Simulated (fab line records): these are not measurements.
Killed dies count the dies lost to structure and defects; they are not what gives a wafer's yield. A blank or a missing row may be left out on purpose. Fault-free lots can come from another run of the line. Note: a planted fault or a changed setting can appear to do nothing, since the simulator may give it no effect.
fab line records    flow n5Finfet    part 2 of 2: steps 5 to 6 of 6
[record] lots = 21  wafers = 63  lastDay = 18
route steps=1938 shown BEOL_M3@945
lots that met no fault: taken from a fault-free run of the same line
startH: hours from the record's first day to the start of the lot's first wafer shown    waitH: hours since the lot's step before    " repeats the value in the row above    L1.1+2: a single row standing in for several wafers    - no value, or no start given    * or withheld: withheld    < > ~ a bound
route shown NAME@n: names a module that has steps shown in the file, with the first one's number in the route    usual: mean and standard deviation over wafers with no fault    same: alike in all rows    chamber/n: place in a boat    sites: each site's reading    _std_site: standard deviation of those values    _edge_site: the outer-site mean with the inner-site mean subtracted    radiusMm: for every site, how far away it sits from the centre of the wafer    mask NAME#n: copy n    behind: the most recent tool/chamber to have shaped the wafer    hold: the reason the lot was held/the length of the hold in hours/how it ended    device: transistor that didn't switch, given as n, p or np    end of line: the tests these same wafers got at the end of their route    for a step that has no rows: nothing shown but its recipe    killed: not the wafer's yield, but the dies lost to structure and defects at the first sort    map: a wafer's dies, x killed, . not, _ none there
set.NAME: the setting the step ran with; set.NAME@STEP: the setting that earlier step ran with    model.NAME: the simulator's own value behind a step, which no gauge read
one table for each step of the route and one row for each wafer, over a sample of lots
services: from which hour (startH, from the record's first day; less than 0 if before it) a tool's chamber was out of use, for how many hours, and why
[[steps]]
[step N5_BEOL_M3_ETCHBACK_99]
[recipe] chemistry = CHF3  target = SiO2  targetDepthA = 50  timeS = 10.4  sourceW = 215  biasW = 47  Ar_flow_sccm = 200  CHF3_flow_sccm = 12  ionEnergyEv = 100  pressureMtorr = 30
[usual] CHF3_flow_sccm = 12.01/0.037  drypumpMotorCurrentA = 5.9/0.54  mfcArSccm = 200.1/0.52  oesProductAu = 0.77/0.098  rfVppV = 242/11  showerheadPlenumPTorr = 2.15/0.079  throttleValvePct = 17.14/0.28
lot.wafer  tool        chamber  startH  waitH  CHF3_flow_sccm  drypumpMotorCurrentA  mfcArSccm  oesProductAu  rfHoursCounterH  rfVppV  showerheadPlenumPTorr  throttleValvePct
L075.2     rieDiel-01  3        147.40  2.0    11.99           6.6                   199.9      0.74          158              260     2.25                   17.34
L075.4     "           1        "       "      11.91           6.6                   199.2      0.70          214              225     2.05                   16.84
L075.6     "           3        "       "      12.01           6.6                   200.0      0.74          -                260     2.25                   17.33
L074.3     rieDiel-02  0        147.44  1.9    12.01           5.2                   199.7      0.87          27               245     2.11                   16.93
L074.5     "           0        "       "      12.02           5.2                   200.4      0.86          -                243     2.11                   16.90
L074.6     "           3        "       "      12.00           5.5                   200.2      0.89          -                233     2.30                   16.89
L076.1     rieDiel-01  1        153.54  0.9    12.02           6.6                   200.9      0.69          216              225     2.05                   16.85
L076.4     "           3        "       "      11.98           6.6                   200.2      0.74          161              260     2.25                   17.34
L076.5     "           2        "       "      12.03           5.7                   200.2      0.71          -                256     2.12                   17.50
L077.1     rieDiel-01  2        170.17  6.6    12.04           5.7                   201.2      0.71          231              255     2.12                   17.50
L077.4     "           0        "       "      11.98           5.6                   200.1      0.89          23               242     2.19                   16.76
L077.6     "           1        "       "      11.95           6.6                   199.8      0.69          -                225     2.05                   16.87
L078.1     rieDiel-02  2        173.86  7.5    12.01           5.6                   200.1      0.72          217              246     2.02                   16.99
L078.5     "           0        "       "      12.01           5.3                   199.8      0.84          -                243     2.10                   16.93
L078.6     "           1        "       "      12.03           6.2                   200.7      0.75          -                240     2.16                   17.12
L080.1     rieDiel-03  0        185.79  0.8    11.96           5.6                   200.5      0.72          223              235     2.24                   17.63
L080.3     "           1        "       "      12.07           5.7                   200.1      0.75          185              238     2.05                   17.29
L080.6     "           0        "       "      12.01           5.7                   200.6      0.72          -                235     2.24                   17.63
L081.1     rieDiel-01  0        195.63  6.2    12.00           5.6                   199.6      0.89          32               242     2.19                   16.78
L081.2     "           3        "       "      12.02           6.6                   200.7      0.73          173              260     2.24                   17.35
L081.5     "           2        "       "      11.98           5.7                   199.8      0.72          -                254     2.11                   17.50
L083.2     rieDiel-01  0        198.32  3.2    11.95           5.6                   199.2      0.88          32               241     2.19                   16.78
L083.4     "           3        "       "      12.02           6.6                   200.2      0.72          174              260     2.24                   17.36
L083.6     "           0        "       "      11.95           5.6                   199.3      0.89          -                241     2.18                   16.77
L082.3     rieDiel-01  0        198.68  8.9    12.05           5.6                   200.1      0.88          32               242     2.18                   16.78
L082.4     "           3        "       "      11.98           6.6                   200.5      0.73          174              261     2.24                   17.36
L082.6     "           1        "       "      12.02           6.6                   200.5      0.69          -                224     2.04                   16.86
L084.2     rieDiel-01  1        205.30  6.4    11.98           6.6                   200.2      0.69          232              224     2.04                   16.88
L084.3     "           0        "       "      12.01           5.6                   201.2      0.87          34               243     2.18                   16.77
L084.4     "           3        "       "      11.99           6.6                   199.3      0.72          177              260     2.24                   17.36
L086.2     rieDiel-01  1        216.46  0.2    11.99           6.6                   199.5      0.68          237              225     2.04                   16.88
L086.3     "           0        "       "      11.94           5.6                   200.1      0.86          39               241     2.18                   16.78
L086.5     "           3        "       "      12.04           6.6                   199.7      0.72          -                260     2.24                   17.37
L087.1     rieDiel-02  0        223.71  1.4    12.01           5.3                   200.1      0.83          46               244     2.10                   16.96
L087.4     "           2        "       "      11.98           5.6                   200.5      0.71          227              246     2.02                   16.98
L087.5     "           1        "       "      12.00           6.2                   201.0      0.74          -                241     2.16                   17.13
L085.1     rieDiel-03  1        227.76  5.6    11.95           5.7                   200.4      0.74          198              237     2.05                   17.32
L085.2     "           2        "       "      11.98           5.3                   200.5      0.70          245              233     2.22                   17.41
L085.5     "           1        "       "      11.97           5.7                   199.5      0.74          -                238     2.05                   17.33
L088.2     rieDiel-03  2        230.67  3.1    12.02           5.3                   199.7      0.69          246              234     2.21                   17.43
L088.4     "           1        "       "      11.95           5.7                   200.8      0.74          199              239     2.05                   17.30
L088.5     "           3        "       "      12.00           5.1                   200.1      0.72          -                244     2.10                   17.14
L089.1     rieDiel-01  1        240.80  1.4    12.08           6.6                   199.6      0.68          246              224     2.04                   16.89
L089.5     "           1        "       "      12.07           6.6                   199.7      0.68          -                224     2.04                   16.90
L089.6     "           0        "       "      12.04           5.5                   200.4      0.85          -                243     2.18                   16.80
L090.3     rieDiel-01  3        243.11  0.7    12.04           6.7                   200.0      0.72          189              261     2.24                   17.38
L090.4     "           1        "       "      12.07           6.6                   199.7      0.67          -                224     2.04                   16.91
L090.6     "           3        "       "      12.06           6.6                   200.7      0.71          -                259     2.24                   17.40
L091.1     rieDiel-01  3        251.75  4.7    12.02           6.6                   199.6      0.71          193              259     2.24                   17.38
L091.5     "           3        "       "      11.99           6.6                   198.7      0.72          -                262     2.24                   17.41
L091.6     "           0        "       "      11.99           5.6                   200.0      0.85          -                241     2.18                   16.80
L093.1     rieDiel-03  3        265.17  2.0    12.02           5.1                   199.8      0.72          227              245     2.09                   17.18
L093.4     "           0        "       "      12.01           5.6                   199.7      0.70          248              234     2.23                   17.68
L093.6     "           3        "       "      11.98           5.1                   199.2      0.71          -                243     2.09                   17.18
L094.2     rieDiel-01  2        277.57  2.9    11.99           5.7                   199.8      1.01          2                254     2.11                   17.06
L094.4     "           0        "       "      12.03           5.5                   200.1      0.83          -                243     2.17                   16.84
L094.5     "           3        "       "      11.92           6.6                   199.7      0.70          -                260     2.23                   17.40
L095.3     rieDiel-03  1        284.79  0.9    12.03           5.7                   199.8      0.73          217              239     2.04                   17.37
L095.5     "           3        "       "      12.00           5.1                   199.9      0.72          -                243     2.09                   17.19
L095.6     "           2        "       "      12.00           5.3                   199.5      0.99          -                233     2.21                   16.93
L097.1     rieDiel-01  1        304.70  4.7    12.04           6.6                   199.6      0.98          4                228     2.30                   16.52
L097.5     "           1        "       "      11.98           6.6                   201.1      0.99          -                229     2.30                   16.52
L097.6     "           2        "       "      11.97           5.7                   200.3      0.95          -                255     2.11                   17.05
[step N5_BEOL_M3_STRIP_36]
[recipe] chemistry = N2/H2  powerW = 450  tempC = 40  pressureMtorr = 20  rfFrequencyHz = 6e+07  overashFraction = 0.3  biasPowerW = 7  h2Frac = 0.5  n2FlowSccm = 200  h2FlowSccm = 200
[usual] drypumpMotorCurrentA = 5.9/0.54  oesProductAu = 0.77/0.099  powerW = 450.0/1.3  rfVppV = 59.2/1.4  showerheadPlenumPTorr = 2.53/0.088  throttleValvePct = 23.6/0.37
lot.wafer  tool        chamber  startH  waitH  drypumpMotorCurrentA  oesProductAu  powerW  rfHoursCounterH  rfVppV  showerheadPlenumPTorr  throttleValvePct
L075.2     rieDiel-01  3        147.60  0.0    6.6                   0.75          453.1   158              60.5    2.65                   24.0
L075.4     "           1        "       "      6.6                   0.69          448.3   214              57.0    2.40                   23.2
L075.6     "           3        "       "      6.6                   0.74          450.7   -                60.6    2.65                   24.0
L074.3     rieDiel-02  0        147.64  0.0    5.3                   0.86          451.3   27               57.5    2.48                   23.7
L074.5     "           0        "       "      5.2                   0.87          450.9   -                58.3    2.48                   23.7
L074.6     "           3        "       "      5.5                   0.88          448.5   -                59.1    2.66                   23.2
L076.1     rieDiel-01  1        153.74  0.0    6.6                   0.68          448.2   216              60.4    2.40                   23.2
L076.4     "           3        "       "      6.6                   0.75          453.4   161              58.9    2.65                   24.0
L076.5     "           2        "       "      5.7                   0.71          451.9   -                62.1    2.48                   23.9
L077.1     rieDiel-01  2        170.36  0.0    5.7                   0.72          453.3   231              58.8    2.48                   23.9
L077.4     "           0        "       "      5.6                   0.92          451.7   23               58.9    2.58                   23.1
L077.6     "           1        "       "      6.6                   0.69          448.9   -                58.7    2.40                   23.2
L078.1     rieDiel-02  2        174.06  0.0    5.6                   0.72          452.6   218              59.6    2.40                   23.6
L078.5     "           0        "       "      5.3                   0.87          450.9   -                57.9    2.48                   23.7
L078.6     "           1        "       "      6.2                   0.73          447.8   -                61.9    2.53                   23.7
L080.1     rieDiel-03  0        185.99  0.0    5.6                   0.71          449.5   223              59.0    2.61                   24.0
L080.3     "           1        "       "      5.7                   0.75          448.8   185              57.9    2.44                   24.1
L080.6     "           0        "       "      5.6                   0.72          450.8   -                61.8    2.61                   24.0
L081.1     rieDiel-01  0        195.82  0.0    5.5                   0.89          450.2   32               60.1    2.58                   23.1
L081.2     "           3        "       "      6.6                   0.75          451.2   173              59.9    2.65                   24.1
L081.5     "           2        "       "      5.7                   0.70          448.4   -                59.2    2.48                   23.9
L083.2     rieDiel-01  0        198.51  0.0    5.6                   0.88          450.6   32               60.8    2.58                   23.1
L083.4     "           3        "       "      6.6                   0.74          450.3   174              59.2    2.64                   24.0
L083.6     "           0        "       "      5.5                   0.89          450.4   -                57.8    2.58                   23.1
L082.3     rieDiel-01  0        198.88  0.0    5.6                   0.87          448.3   32               60.3    2.58                   23.1
L082.4     "           3        "       "      6.6                   0.74          449.7   175              61.3    2.64                   24.0
L082.6     "           1        "       "      6.6                   0.67          450.9   -                57.7    2.39                   23.2
L084.2     rieDiel-01  1        205.50  0.0    6.6                   0.67          448.6   232              59.3    2.39                   23.2
L084.3     "           0        "       "      5.6                   0.89          449.9   35               58.6    2.57                   23.1
L084.4     "           3        "       "      6.6                   0.74          447.2   177              59.5    2.64                   24.0
L086.2     rieDiel-01  1        216.66  0.0    6.6                   0.67          449.8   237              60.1    2.39                   23.2
L086.3     "           0        "       "      5.6                   0.88          451.1   39               60.1    2.57                   23.1
L086.5     "           3        "       "      6.6                   0.74          448.8   -                60.0    2.64                   24.1
L087.1     rieDiel-02  0        223.91  0.0    5.2                   0.86          448.5   46               58.1    2.48                   23.7
L087.4     "           2        "       "      5.6                   0.71          450.3   227              56.6    2.40                   23.6
L087.5     "           1        "       "      6.2                   0.73          450.6   -                59.8    2.52                   23.7
L085.1     rieDiel-03  1        227.96  0.0    5.7                   0.73          449.3   198              59.7    2.43                   24.1
L085.2     "           2        "       "      5.3                   0.69          451.5   245              59.3    2.58                   23.7
L085.5     "           1        "       "      5.7                   0.75          450.9   -                57.5    2.43                   24.1
L088.2     rieDiel-03  2        230.86  0.0    5.3                   0.70          452.9   246              60.2    2.58                   23.7
L088.4     "           1        "       "      5.7                   0.74          450.4   199              58.1    2.43                   24.1
L088.5     "           3        "       "      5.1                   0.74          451.0   -                60.1    2.52                   23.8
L089.1     rieDiel-01  1        240.99  0.0    6.6                   0.67          447.5   246              59.5    2.39                   23.2
L089.5     "           1        "       "      6.6                   0.66          452.1   -                59.4    2.39                   23.3
L089.6     "           0        "       "      5.6                   0.86          448.4   -                62.7    2.57                   23.1
L090.3     rieDiel-01  3        243.30  0.0    6.6                   0.74          450.2   189              58.3    2.64                   24.1
L090.4     "           1        "       "      6.6                   0.66          449.7   -                59.5    2.39                   23.3
L090.6     "           3        "       "      6.6                   0.73          448.2   -                57.5    2.64                   24.1
L091.1     rieDiel-01  3        251.95  0.0    6.6                   0.71          452.9   193              60.2    2.64                   24.1
L091.5     "           3        "       "      6.6                   0.73          448.9   -                57.5    2.64                   24.1
L091.6     "           0        "       "      5.5                   0.86          448.5   -                61.0    2.57                   23.1
L093.1     rieDiel-03  3        265.37  0.0    5.1                   0.71          448.9   227              57.5    2.52                   23.9
L093.4     "           0        "       "      5.6                   0.70          447.7   248              60.7    2.60                   24.0
L093.6     "           3        "       "      5.0                   0.71          449.2   -                60.7    2.52                   23.9
L094.2     rieDiel-01  2        277.77  0.0    5.7                   0.99          449.0   2                59.8    2.47                   23.5
L094.4     "           0        "       "      5.5                   0.84          452.0   -                59.8    2.56                   23.1
L094.5     "           3        "       "      6.6                   0.72          448.2   -                57.5    2.63                   24.1
L095.3     rieDiel-03  1        284.99  0.0    5.7                   0.73          450.7   217              56.9    2.42                   24.2
L095.5     "           3        "       "      5.1                   0.72          451.6   -                59.8    2.52                   23.8
L095.6     "           2        "       "      5.3                   0.99          451.1   -                58.1    2.58                   23.2
L097.1     rieDiel-01  1        304.90  0.0    6.6                   0.97          451.2   4                57.3    2.70                   23.1
L097.5     "           1        "       "      6.6                   0.95          450.9   -                58.5    2.70                   23.1
L097.6     "           2        "       "      5.7                   0.95          451.2   -                57.5    2.47                   23.5
[[services]]
tool        chamber  startH  hours  kind
rieDiel-02  -        204.96  14.6   pm
rieDiel-01  3        218.89  5.0    repair
rieDiel-02  0        225.17  5.2    repair
rieDiel-01  2        237.75  12.4   repair
rieDiel-03  2        244.14  -      clean
rieDiel-03  2        244.14  -      consumableReplace:focusRing
rieDiel-03  2        244.14  16.8   scheduledDown
rieDiel-03  2        244.14  16.8   ventCycle
rieDiel-01  2        250.55  -      clean
rieDiel-01  2        250.55  -      consumableReplace:focusRing
rieDiel-01  2        250.55  18.5   scheduledDown
rieDiel-01  2        250.55  18.5   ventCycle
rieDiel-01  1        269.04  -      clean
rieDiel-01  1        269.04  -      consumableReplace:focusRing
rieDiel-01  1        269.04  -      consumableReplace:showerhead
rieDiel-01  1        269.04  21.5   scheduledDown
rieDiel-01  1        269.04  21.5   ventCycle
rieDiel-03  0        270.19  -      clean
rieDiel-03  0        270.19  -      consumableReplace:focusRing
rieDiel-02  2        301.04  12.7   repair
